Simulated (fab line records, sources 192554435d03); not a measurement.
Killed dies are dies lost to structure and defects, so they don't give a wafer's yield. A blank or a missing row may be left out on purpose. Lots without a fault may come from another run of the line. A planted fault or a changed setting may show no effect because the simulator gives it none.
Which tool did it? | flow n5_finfet | 14 lots, 38 wafers sampled, at 5 steps of a route of 1938

WHAT THE GAUGES READ, wafer by wafer
N5_GATE_CUT_CD_MEAS_13: target cd 20 nm. Usual: cd_nm 20.24 nm, standard deviation 0.26.
lot  | measured    | on        | cd_nm (nm)        | flag
L325 | day 4 14:54 | cd_sem-03 | 19.96 19.98 20.31 |
L326 | day 4 17:07 | cd_sem-01 | 20.03 19.73 19.73 |
L327 | day 5 01:06 | cd_sem-02 | 20.20 20.40 20.58 |
L329 | day 5 11:22 | cd_sem-01 | 20.17 20.08       |
L330 | day 5 17:13 | cd_sem-03 | 19.91 20.52       |
L331 | day 5 22:58 | cd_sem-03 | 20.16 19.93       |
L333 | day 6 15:48 | cd_sem-03 | 20.05 20.32 20.13 |
L334 | day 6 18:38 | cd_sem-01 | 20.28 20.11 20.22 |
L335 | day 7 04:14 | cd_sem-01 | 20.68 20.50 20.16 |
L336 | day 7 04:53 | cd_sem-01 | 20.08 20.24 20.38 |
L337 | day 7 10:36 | cd_sem-03 | 20.05 20.09       |
L338 | day 7 18:07 | cd_sem-02 | 20.33 20.27 20.92 |
L345 | day 9 11:38 | cd_sem-02 | 22.26 22.35 22.31 | OFF
L346 | day 9 23:10 | cd_sem-01 | 21.96 22.46 22.44 | OFF

WHICH TOOL RAN EACH LOT (tool, then ch and the chambers of the sampled wafers, then the start)
lot  | N5_HKMG_FIN_STRIP_90              | N5_GATE_CUT_ETCHBACK_30          | N5_GATE_CUT_CMP_02           | N5_GATE_CUT_EXPOSE_10
L325 | rie_diel-02 ch 0,2, day 4 08:50   | rie_metal-03 ch 0,1, day 4 11:07 | cmp-02 ch 0,2, day 4 14:08   | euv_scanner-02 ch 0, day 4 14:47
L326 | rie_diel-01 ch 0,2,3, day 4 11:20 | rie_metal-03 ch 0,1, day 4 13:38 | cmp-04 ch 2,3, day 4 16:19   | euv_scanner-01 ch 0, day 4 16:59
L327 | rie_diel-02 ch 2,3, day 4 18:57   | rie_metal-02 ch 0,1, day 4 21:08 | cmp-03 ch 0,2,3, day 5 00:21 | euv_scanner-02 ch 0, day 5 00:58
L329 | rie_diel-01 ch 1,2, day 5 05:44   | rie_metal-01 ch 0, day 5 07:54   | cmp-03 ch 1,2, day 5 10:36   | euv_scanner-01 ch 0, day 5 11:14
L330 | rie_diel-01 ch 0,2, day 5 11:42   | rie_metal-02 ch 1, day 5 13:52   | cmp-02 ch 2, day 5 16:35     | euv_scanner-01 ch 0, day 5 17:04
L331 | rie_diel-01 ch 0, day 5 16:49     | rie_metal-02 ch 1, day 5 19:20   | cmp-02 ch 2,3, day 5 22:19   | euv_scanner-01 ch 0, day 5 22:50
L333 | rie_diel-04 ch 1,3, day 6 09:33   | rie_metal-01 ch 0, day 6 11:47   | cmp-03 ch 0,1,2, day 6 15:07 | euv_scanner-01 ch 0, day 6 15:40
L334 | rie_diel-01 ch 1,2,3, day 6 12:45 | rie_metal-03 ch 0,1, day 6 15:19 | cmp-04 ch 0,1,3, day 6 17:58 | euv_scanner-01 ch 0, day 6 18:31
L335 | rie_diel-04 ch 0,3, day 6 22:37   | rie_metal-02 ch 0,1, day 7 00:53 | cmp-02 ch 1,2,3, day 7 03:39 | euv_scanner-01 ch 0, day 7 04:08
L336 | rie_diel-04 ch 2,3, day 6 23:16   | rie_metal-01 ch 0,1, day 7 01:32 | cmp-03 ch 0,1,2, day 7 04:14 | euv_scanner-01 ch 0, day 7 04:46
L337 | rie_diel-02 ch 1,3, day 7 05:01   | rie_metal-02 ch 1, day 7 07:11   | cmp-03 ch 0,1, day 7 09:58   | euv_scanner-01 ch 0, day 7 10:28
L338 | rie_diel-01 ch 1,3, day 7 12:29   | rie_metal-01 ch 0,1, day 7 14:40 | cmp-04 ch 0,1,2, day 7 17:23 | euv_scanner-02 ch 0, day 7 17:59
L345 | rie_diel-04 ch 1,2,3, day 9 05:56 | rie_metal-02 ch 0,1, day 9 08:13 | cmp-04 ch 1,2,3, day 9 11:02 | euv_scanner-02 ch 0, day 9 11:30
L346 | rie_diel-01 ch 0,1, day 9 16:45   | rie_metal-01 ch 0,1, day 9 18:56 | cmp-03 ch 2,3, day 9 22:31   | euv_scanner-02 ch 0, day 9 23:02
- N5_HKMG_FIN_STRIP_90: strips SOC in N2/H2, time 20 s.
- N5_GATE_CUT_ETCHBACK_30: etches TiN in Cl2/Ar, target depth 3 nm.
- N5_GATE_CUT_CMP_02: polishes, stops on SiO2, t overpolish 12.7 s, target thk 0 nm.
- N5_GATE_CUT_EXPOSE_10: exposes mask GATE CUT, target cd 20 nm.

WHAT THE TOOLS THEMSELVES READ (means of the sampled wafers that have a number; where no wafer has one, the mark that the record gives instead)
N5_HKMG_FIN_STRIP_90. Usual: drypump_motor_current_A 5.6 A, standard deviation 0.44; n2_flow_sccm 299.9 sccm, standard deviation 0.93; oes_product_au 0.80 a.u., standard deviation 0.07; rf_vpp_V 54.1 V, standard deviation 0.81; showerhead_plenum_p_Torr 3.35 Torr, standard deviation 0.12; throttle_valve_pct 19.1 %, standard deviation 0.36.
lot  | tool        | drypump_motor_current_A (A) | n2_flow_sccm (sccm) | oes_product_au (a.u.) | rf_vpp_V (V) | showerhead_plenum_p_Torr (Torr) | throttle_valve_pct (%) | flag
L325 | rie_diel-02 | 5.9                         | 299.5               | 0.81                  | 53.7         | 3.46                            | 19.2                   |
L326 | rie_diel-01 | 5.8                         | 300.1               | 0.80                  | 53.4         | 3.30                            | 18.9                   |
L327 | rie_diel-02 | 5.2                         | 300.4               | 0.87                  | 54.7         | 3.50                            | 19.2                   |
L329 | rie_diel-01 | 5.7                         | 299.6               | 0.83                  | 54.0         | 3.33                            | 18.6                   |
L330 | rie_diel-01 | 5.9                         | 299.5               | 0.81                  | 54.2         | 3.32                            | 18.8                   |
L331 | rie_diel-01 | 6.2                         | 300.5               | 0.79                  | 54.3         | 3.22                            | 18.9                   |
L333 | rie_diel-04 | 5.8                         | 300.3               | 0.76                  | 54.5         | 3.41                            | 19.1                   |
L334 | rie_diel-01 | 5.6                         | 299.8               | 0.80                  | 54.0         | 3.30                            | 18.9                   |
L335 | rie_diel-04 | 5.6                         | 299.9               | 0.73                  | 54.8         | 3.38                            | 19.6                   |
L336 | rie_diel-04 | 5.1                         | 300.3               | 0.89                  | 54.6         | 3.47                            | 19.5                   |
L337 | rie_diel-02 | 5.1                         | 300.5               | 0.82                  | 55.2         | 3.42                            | 19.1                   |
L338 | rie_diel-01 | 5.7                         | 299.7               | 0.78                  | 54.2         | 3.24                            | 18.9                   |
L345 | rie_diel-04 | 5.4                         | 299.1               | 0.79                  | 53.9         | 3.43                            | 19.3                   |
L346 | rie_diel-01 | 6.1                         | 300.2               | 0.77                  | 54.3         | 3.21                            | 18.8                   |

N5_GATE_CUT_ETCHBACK_30. Usual: bias_w 60.01 W, standard deviation 0.18; drypump_motor_current_A 5.4 A, standard deviation 0.61; oes_product_au 0.75 a.u., standard deviation 0.079; throttle_valve_pct 20.89 %, standard deviation 0.077.
lot  | tool         | bias_w (W) | drypump_motor_current_A (A) | oes_product_au (a.u.) | throttle_valve_pct (%) | flag
L325 | rie_metal-03 | 60.04      | 5.1                         | 0.80                  | 20.96                  |
L326 | rie_metal-03 | 60.26      | 5.1                         | 0.79                  | 20.98                  |
L327 | rie_metal-02 | 60.02      | 5.1                         | 0.71                  | 20.86                  |
L329 | rie_metal-01 | 59.77      | 6.2                         | 0.74                  | 20.94                  |
L330 | rie_metal-02 | 60.10      | 4.7                         | 0.75                  | 20.84                  |
L331 | rie_metal-02 | 59.92      | 4.7                         | 0.76                  | 20.83                  |
L333 | rie_metal-01 | 60.05      | 6.3                         | 0.74                  | 20.94                  |
L334 | rie_metal-03 | 60.09      | 5.3                         | 0.80                  | 20.88                  |
L335 | rie_metal-02 | 60.08      | 5.4                         | 0.65                  | 20.89                  |
L336 | rie_metal-01 | 60.10      | 5.7                         | 0.77                  | 20.90                  |
L337 | rie_metal-02 | 59.67      | 4.7                         | 0.74                  | 20.84                  |
L338 | rie_metal-01 | 59.93      | 5.3                         | 0.81                  | 20.85                  |
L345 | rie_metal-02 | 59.93      | 5.4                         | 0.64                  | 20.90                  |
L346 | rie_metal-01 | 59.97      | 5.3                         | 0.79                  | 20.87                  |

N5_GATE_CUT_CMP_02. Usual: motor_current_A 9.3 A, standard deviation 1; overpolish_run_s 12.701 s, standard deviation 0.0094; time_to_endpoint_s 25 s, standard deviation 3.8.
lot  | tool   | motor_current_A (A) | overpolish_run_s (s) | time_to_endpoint_s (s) | flag
L325 | cmp-02 | 9.6                 | 12.695               | 28                     |
L326 | cmp-04 | 9.4                 | 12.702               | 26                     |
L327 | cmp-03 | 9.2                 | 12.691               | 23                     |
L329 | cmp-03 | 8.4                 | 12.707               | 21                     |
L330 | cmp-02 | 8.9                 | 12.707               | 26                     |
L331 | cmp-02 | 9.6                 | 12.698               | 28                     |
L333 | cmp-03 | 8.4                 | 12.701               | 24                     |
L334 | cmp-04 | 10.0                | 12.699               | 27                     |
L335 | cmp-02 | 9.4                 | 12.694               | 28                     |
L336 | cmp-03 | 8.2                 | 12.709               | 24                     |
L337 | cmp-03 | 7.9                 | 12.710               | 26                     |
L338 | cmp-04 | 10.8                | 12.701               | 24                     |
L345 | cmp-04 | 9.8                 | 12.694               | 21                     |
L346 | cmp-03 | 9.7                 | 12.700               | 29                     |

N5_GATE_CUT_EXPOSE_10. Usual: exposure_dose_mJ_cm2 43.5, standard deviation 0.31.
lot  | tool           | exposure_dose_mJ_cm2 | flag
L325 | euv_scanner-02 | 43.2                 |
L326 | euv_scanner-01 | 43.1                 |
L327 | euv_scanner-02 | 43.2                 |
L329 | euv_scanner-01 | 43.1                 |
L330 | euv_scanner-01 | 43.1                 |
L331 | euv_scanner-01 | 43.9                 |
L333 | euv_scanner-01 | 43.9                 |
L334 | euv_scanner-01 | 43.8                 |
L335 | euv_scanner-01 | 43.8                 |
L336 | euv_scanner-01 | 43.9                 |
L337 | euv_scanner-01 | 43.9                 |
L338 | euv_scanner-02 | 43.3                 |
L345 | euv_scanner-02 | 48.0                 | OFF
L346 | euv_scanner-02 | 47.0                 | OFF

THE ANSWER, worked out from the rows above alone
Rule: a lot is off if the mean of its wafers that have a number lies more than 3 standard deviations from the usual mean. A lot without any number at a reading at which 4 lots or more have one is off too. The other lots that the step has rows for count as sound. The gauges are gone through in route order, then the tools' own readings, and for those a lot's mean is taken as printed above. The first step at which some lot is off is used, and at that step the reading that is off furthest; a lot without a number counts as furthest.
Off: L345, L346, at N5_GATE_CUT_CD_MEAS_13 (cd_nm).
A tool fits if, at a process step before that reading, it ran every lot that is off, and no sound lot after the first of them. The gauges at N5_GATE_CUT_CD_MEAS_13 aren't tried: what is off there is off at N5_GATE_CUT_EXPOSE_10 too, on other tools, and a gauge's error can't cause that. One fits: euv_scanner-02 at N5_GATE_CUT_EXPOSE_10. Its last sound lot is L338 (day 7 17:59), its first lot that is off L345 (day 9 11:30): a fault that began between those two fits.
The tool's own readings at N5_GATE_CUT_EXPOSE_10 bear it out: on the lots that are off they differ by more than 5 times the standard deviation of the sound lots' means. exposure_dose_mJ_cm2 reads 47.5 there against 43.5 on the sound lots.

WHAT THE SIMULATOR HAD PUT IN
Process parameter drift: euv_scanner-02, from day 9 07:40 on, at N5_GATE_CUT_EXPOSE_10. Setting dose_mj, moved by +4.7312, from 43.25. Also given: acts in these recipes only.
Lots struck among those shown: L345, L346. The rule above found the same.
